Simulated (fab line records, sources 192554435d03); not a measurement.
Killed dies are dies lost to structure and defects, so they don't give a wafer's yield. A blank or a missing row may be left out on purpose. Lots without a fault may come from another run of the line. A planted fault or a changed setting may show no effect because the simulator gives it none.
A struck lot beside a sound one | flow n5_finfet | 40 steps out of a route of 1938
Sound: wafers L376.1, L376.2, L376.3. Struck: wafer L394.6. (L394.4, L394.5 of the same lot were not struck and are left out.) The cause comes at the end.
At each step with rows: each side's tool, then ch and its chambers, then its first start. Under that, the readings that differ: sound wafers | struck wafers | difference of the means | sigmas: that difference in standard deviations of wafers without a fault.
alike: readings whose means differ by less than 2 such deviations, and words and numbers that are the same on both sides. not compared: withheld readings, readings that some wafer has no value for, bounds like >300 that may hide the same value, and numbers for which the record gives no deviation and whose values overlap.
The two part at a step that has a row with sigmas, a row that says differs or no value, or rows on one side only. Numbers that don't overlap but have no deviation are shown without sigmas and don't part them. A reading that every wafer of one side lacks parts them only if that side has two wafers or more.

first, 9 steps without rows for these wafers: N5_BEOL_M4_ANNEAL_95 (time 240 s); N5_BEOL_M4_SPUTTER_96 (material Cu, target thk 4.5 nm, time 8.29 s); N5_BEOL_M4_ECD_50 (material Cu, target thk 300 nm); N5_BEOL_M4_ANNEAL_51 (time 90 s); N5_BEOL_M4_CMP_52 (polishes, stops on SiOC, t overpolish 6.8 s, target thk 40 nm); N5_BEOL_M4_PRE_CLEAN_60 (time 15 s); N5_BEOL_M4_CO_CAP_55 (material Co, precursor CCTBA/H2, target thk 2 nm, time 102.1 s); N5_BEOL_M4_PRE_CLEAN_56 (time 15 s); N5_BEOL_M4_DEP_57 (deposits SiCN from 3MS/NH3, target thk 8 nm, time 14 s).
N5_BEOL_M4_RC_MEAS_101:
  sound on prober-01 ch 0, day 7 11:28; struck on prober-01 ch 0, day 12 19:33
  reading       | sound             | struck | difference | sigmas
  SS_N (mV/dec) | 70.0 70.7 71.2    | 72.1   | +1.5       | +3
  VT_N (mV)     | 253.7 254.0 249.3 | 245.8  | -6.5       | -2
  alike: DIBL_N, DIBL_P, IOFF_N, IOFF_P, ION_N, ION_P, SS_P, VT_P
then, 24 steps without rows for these wafers: N5_BEOL_M5_ILD_DEP_00 (deposits SiCOH lowk from DEMS/porogen, target thk 140.64 nm, time 25.9 s); N5_BEOL_M5_CURE_79 (cures SiCOH lowk, time 240 s); N5_BEOL_M5_PECVD_70 (deposits SiO2 from TEOS/O2, target thk 16 nm, time 18 s); N5_BEOL_M5_HM_DEP_02 (deposits TiN, target thk 20 nm); N5_BEOL_M5_COAT_59 (time 60 s, resist thk 60 nm); N5_BEOL_M5_COAT_60 (time 60 s, resist thk 12 nm); N5_BEOL_M5_COAT_71 (time 60 s, resist thk 5 nm); N5_BEOL_M5_COAT_05 (resist thk 30 nm); N5_BEOL_M5_EBR_07; N5_BEOL_M5_SOFTBAKE_06 (time 60 s); N5_BEOL_M5_EXPOSE_08 (exposes mask M5, target cd 28 nm); N5_BEOL_M5_PEB_09 (peb time 60 s); N5_BEOL_M5_DEVELOP_10 (develop time 30 s); N5_BEOL_M5_DESCUM_16 (chemistry O2, time 7 s); N5_BEOL_M5_ETCH_72 (etches underlayer in N2/H2, target depth 6.5 nm, time 5.2 s); N5_BEOL_M5_ETCH_61 (etches SiARC in CF4, target depth 15.6 nm, time 26 s); N5_BEOL_M5_ETCH_62 (etches SOC in N2/H2, target depth 75 nm, overetch 15 nm, time 112.5 s); N5_BEOL_M5_STRIP_63 (strips in N2/H2); N5_BEOL_M5_STRIP_73 (strips in N2/H2); N5_BEOL_M5_STRIP_64 (strips in CF4); N5_BEOL_M5_HM_OPEN_17 (chemistry Cl2/BCl3, target TiN, target depth 20 nm, overetch 6 nm); N5_BEOL_M5_STRIP_19 (strips in O2); N5_BEOL_M5_COAT_65 (time 60 s, resist thk 60 nm); N5_BEOL_M5_COAT_66 (time 60 s, resist thk 12 nm).
-- the record jumps here: 3 days lie between the struck wafers' starts before and after (it left off in module BEOL_M5 and takes up again in module BEOL_M11, whose first step shown is number 1554 of the route) --
N5_BEOL_M11_ETCH_62: etches SOC in N2/H2, target depth 110 nm, overetch 22 nm, time 165 s.
  sound on rie_diel-02 ch 0,1,2, day 9 16:10; struck on rie_diel-02 ch 2, day 15 09:02
  reading                                     | sound             | struck | difference | sigmas
  oes_product_au (a.u.)                       | 0.80 0.59 0.78    | 0.59   | -0.13      | -2
  model.etch.depth_nm (nm)                    | 100.2 100.2 100.2 | 66.48  | -33.72     |
  model.SiARC_of_BEOL_M11_COAT_60.thk_nm (nm) | 23.4 23.6 23.4    | 26.8   | +3.3       |
  model.BEOL_M11.cd_offset_nm (nm)            | 0 0 0.6           | -2     | -2         |
  alike: drypump_motor_current_A, rf_vpp_V, showerhead_plenum_p_Torr, throttle_valve_pct
  not compared: rf_hours_counter_h
N5_BEOL_M11_HM_OPEN_17: chemistry Cl2/BCl3, target TiN, target depth 20 nm, overetch 6 nm.
  sound on rie_metal-03 ch 0,1, day 9 16:22; struck on rie_metal-03 ch 1, day 15 09:11
  reading                          | sound             | struck | difference | sigmas
  oes_product_au (a.u.)            | 0.61 0.58 0.60    | 0.25   | -0.35      | -4
  throttle_valve_pct (%)           | 22.26 22.05 22.26 | 22.72  | +0.53      | +4
  model.BEOL_M11.cd_offset_nm (nm) | 0.2 0 0.6         | -2     | -2         |
  alike: drypump_motor_current_A, mfc_ar_sccm, mfc_cl2_sccm
  not compared: rf_hours_counter_h
N5_BEOL_M11_CD_MEAS_18: pitch 140 nm, target cd 70 nm.
  sound on cd_sem-01, day 9 16:32; struck on cd_sem-03, day 15 09:20
  not compared: cd_nm
N5_BEOL_M11_VIA_ETCH_34: etches SiCOH lowk in C4F6/O2, target depth 184.5 nm, time 69.2 s.
  sound on rie_diel-06 ch 1,2,3, day 9 17:25; struck on rie_diel-06 ch 1, day 15 10:40
  reading               | sound          | struck | difference | sigmas
  oes_product_au (a.u.) | 0.86 0.84 0.69 | 0.31   | -0.49      | -5
  alike: drypump_motor_current_A, mfc_ar_sccm, rf_vpp_V, showerhead_plenum_p_Torr, throttle_valve_pct
  not compared: rf_hours_counter_h
N5_BEOL_M11_OCD_MEAS_38:
  sound on ocd-01, day 9 17:42; struck on ocd-02, day 15 10:57
  not compared: trench_depth_nm
N5_PASSIVATION_PROBE_49:
  sound on prober-02, day 11 12:07; struck on prober-02, day 17 03:04
  reading                  | sound          | struck | difference | sigmas
  defect_limited_yield (%) | 94.8 94.5 93.9 | 0      | -94        | -67
  killed_at_M4_up          | 8 9 19         | 1112   | +1100      | +99 or more
  killed_at_other          | 2 4 1          | 9      | +7         | +2
  killed_dies              | 61 65 72       | 1180   | +1114      | +66
  killed_on_rim            | 12 5 14        | 152    | +142       | +35
  sort_bin_5_function (%)  | 3.1 3.6 3.5    | 97.1   | +93.7      | +99 or more
  sort_n_pass              | 1119 1115 1108 | 0      | -1114      | -66
  sort_yield_pct (%)       | 94.8 94.5 93.9 | 0      | -94        | -67
  alike: killed_at_M0_to_M3, killed_at_contacts, killed_at_front_end, killed_open, killed_short, sort_bin_6_memory

WHERE THEY PART
First at N5_BEOL_M4_RC_MEAS_101; last, within this record, at N5_PASSIVATION_PROBE_49.

WHY: what the simulator had put in
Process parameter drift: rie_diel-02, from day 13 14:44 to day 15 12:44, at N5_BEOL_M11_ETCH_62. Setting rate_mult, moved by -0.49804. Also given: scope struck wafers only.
